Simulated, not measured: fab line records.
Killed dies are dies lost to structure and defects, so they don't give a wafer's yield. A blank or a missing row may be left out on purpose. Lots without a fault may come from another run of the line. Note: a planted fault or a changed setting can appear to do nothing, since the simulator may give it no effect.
The tool behind it: which one?	flow n5-finfet	12 lots with 36 wafers sampled at 4 steps, on a route of 1938 steps

## WHAT THE GAUGES READ, wafer by wafer
N5_BEOL_M7_OVL_MEAS_12.
lot	measured	on	M7_OVL (nm)
L801	day 10 17:23	overlay-02	0.5 -0.1 0.3
L804	day 11 16:29	overlay-01	0.8 0.4 -0.1
L805	day 12 01:49	overlay-02	1.2 1.2 1.1
L811	day 13 02:22	overlay-02	1.0 0.9 1.3
L812	day 13 22:10	overlay-02	1.5 0.7 0.9
L814	day 13 23:54	overlay-02	-0.4 -0.5 -0.5
L815	day 14 02:04	overlay-02	0.7 0.3 -0.1
L819	day 15 11:51	overlay-02	1.9 0.4 0.7
L820	day 15 12:00	overlay-01	0.1 0.1 -0.1
L822	day 17 03:05	overlay-02	-1.7 0.1 0.3
L824	day 17 08:28	overlay-01	-1.4 -0.3 -0.6
L821	day 17 08:31	overlay-02	0.0 0.4 -0.6

## EACH LOT AND THE TOOL THAT RAN IT (in order: tool; ch and the chambers of the sampled wafers; start)
lot	N5_BEOL_M6_CURE_75	N5_BEOL_M6_ALD_77	N5_BEOL_M7_COAT_59
L801	uv-cure-01 ch 2, day 10 13:23	ald-metal-01 ch 0,2,3, day 10 14:00	litho-track-04 ch 0, day 10 17:06
L804	uv-cure-02 ch 2, day 11 12:48	ald-metal-02 ch 0,1,3, day 11 13:16	litho-track-01 ch 0, day 11 16:12
L805	uv-cure-01 ch 0, day 11 21:14	ald-metal-04 ch 0,1,3, day 11 21:49	litho-track-04 ch 0, day 12 01:24
L811	uv-cure-01 ch 1, day 12 19:22	ald-metal-01 ch 0,1,3, day 12 19:49	litho-track-04 ch 0, day 13 01:57
L812	uv-cure-03 ch 1, day 13 17:17	ald-metal-02 ch 1,2,3, day 13 17:55	litho-track-04 ch 0, day 13 21:53
L814	uv-cure-02 ch 1, day 13 20:06	ald-metal-01 ch 0,2, day 13 20:43	litho-track-03 ch 0, day 13 23:37
L815	uv-cure-03 ch 2, day 13 20:44	ald-metal-01 ch 0,1, day 13 21:41	litho-track-01 ch 0, day 14 01:40
L819	uv-cure-02 ch 2, day 15 06:56	ald-metal-04 ch 1,3, day 15 07:22	litho-track-03 ch 0, day 15 11:26
L820	uv-cure-01 ch 0, day 15 07:15	ald-metal-04 ch 0,1,2, day 15 07:44	litho-track-01 ch 0, day 15 11:43
L822	uv-cure-01 ch 0, day 16 22:42	ald-metal-02 ch 0,2,3, day 16 23:11	litho-track-01 ch 0, day 17 02:40
L824	uv-cure-03 ch 0, day 17 02:35	ald-metal-01 ch 1,2,3, day 17 02:58	litho-track-03 ch 0, day 17 08:04
L821	uv-cure-02 ch 2, day 17 02:46	ald-metal-02 ch 1,2,3, day 17 03:21	litho-track-01 ch 0, day 17 08:14
- N5_BEOL_M6_CURE_75: cures SiCOH lowk, time 120 s.
- N5_BEOL_M6_ALD_77: deposits TaN, target thk 2 nm, pulse time 2 s, purge time 3 s.
- N5_BEOL_M7_COAT_59: time 60 s, resist thk 100 nm.

## WHAT THE TOOLS THEMSELVES READ (means of the sampled wafers that have a number; where no wafer has one, the mark that the record gives instead)
N5_BEOL_M6_CURE_75.
lot	tool	lamp-power-pct (%)	wafer_temp_C_max
L801	uv-cure-01	52.33	371.6
L804	uv-cure-02	52.30	372.3
L805	uv-cure-01	52.33	371.1
L811	uv-cure-01	52.36	371.4
L812	uv-cure-03	52.36	371.7
L814	uv-cure-02	52.31	371.9
L815	uv-cure-03	52.34	371.4
L819	uv-cure-02	52.32	371.7
L820	uv-cure-01	52.31	371.1
L822	uv-cure-01	52.35	371.4
L824	uv-cure-03	52.30	371.1
L821	uv-cure-02	52.31	371.9

N5_BEOL_M6_ALD_77.
lot	tool	heater-power-w (W)	precursor-vessel-carrier-sccm (sccm)
L801	ald-metal-01	391	999
L804	ald-metal-02	446	999
L805	ald-metal-04	413	1002
L811	ald-metal-01	382	1002
L812	ald-metal-02	482	1003
L814	ald-metal-01	397	1000
L815	ald-metal-01	410	1002
L819	ald-metal-04	439	1001
L820	ald-metal-04	393	1002
L822	ald-metal-02	454	999
L824	ald-metal-01	395	1001
L821	ald-metal-02	480	999

N5_BEOL_M7_COAT_59.
lot	tool	chill-plate-temp-C (C)	spin-speed-rpm (rpm)
L801	litho-track-04	22.77	1500.4
L804	litho-track-01	23.08	1500.1
L805	litho-track-04	23.04	1498.5
L811	litho-track-04	22.88	1600.8
L812	litho-track-04	23.06	1602.4
L814	litho-track-03	23.05	1499.6
L815	litho-track-01	23.10	1499.1
L819	litho-track-03	23.00	1499.7
L820	litho-track-01	22.99	1501.2
L822	litho-track-01	23.09	1500.6
L824	litho-track-03	23.00	1499.3
L821	litho-track-01	22.91	1500.3

## THE ANSWER, worked out from the rows above alone
Rule: usual is defined by the lots themselves. The widest of any qualifying gaps counts: lots, ordered by their means at a reading, are off when they make up no more than a third of the lots, leave a main group of 4 or more, and stand apart from it by 3 or more times the standard deviation of that group's means. Not used: any main group whose means are identical at the precision the tables above print for the reading. A lot without any number at a reading at which 4 lots or more have one is off too. Any other lot the step has rows for is counted as sound. First the gauges in route order, then the tools' own readings, where a lot's mean is used as printed above. The first step at which some lot is off is used, and at that step the reading that is off furthest; a lot without a number counts as furthest.
Off: L811, L812 (N5_BEOL_M7_COAT_59, spin-speed-rpm). Mean 1499.9 rpm and standard deviation 0.76 in the main group.
A tool fits if, at that step or a process step before it, it ran every lot that is off, and no sound lot after the first of them. One candidate fits, namely litho-track-04 at N5_BEOL_M7_COAT_59. Its last sound lot is L805 (day 12 01:24), its first lot that is off L811 (day 13 01:57): a fault that began between those two fits.
On the lots that are off, the tool's own readings at N5_BEOL_M7_COAT_59 differ by more than 5 times the standard deviation of the sound lots' means, which bears it out; spin-speed-rpm reads 1601.6 rpm there versus 1499.9 rpm on the sound lots.

## WHAT THE SIMULATOR PUT IN
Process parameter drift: litho-track-04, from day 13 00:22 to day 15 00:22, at N5_BEOL_M7_COAT_59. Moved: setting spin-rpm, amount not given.
Struck lots among those shown: L811, L812. The same result came from the rule above.
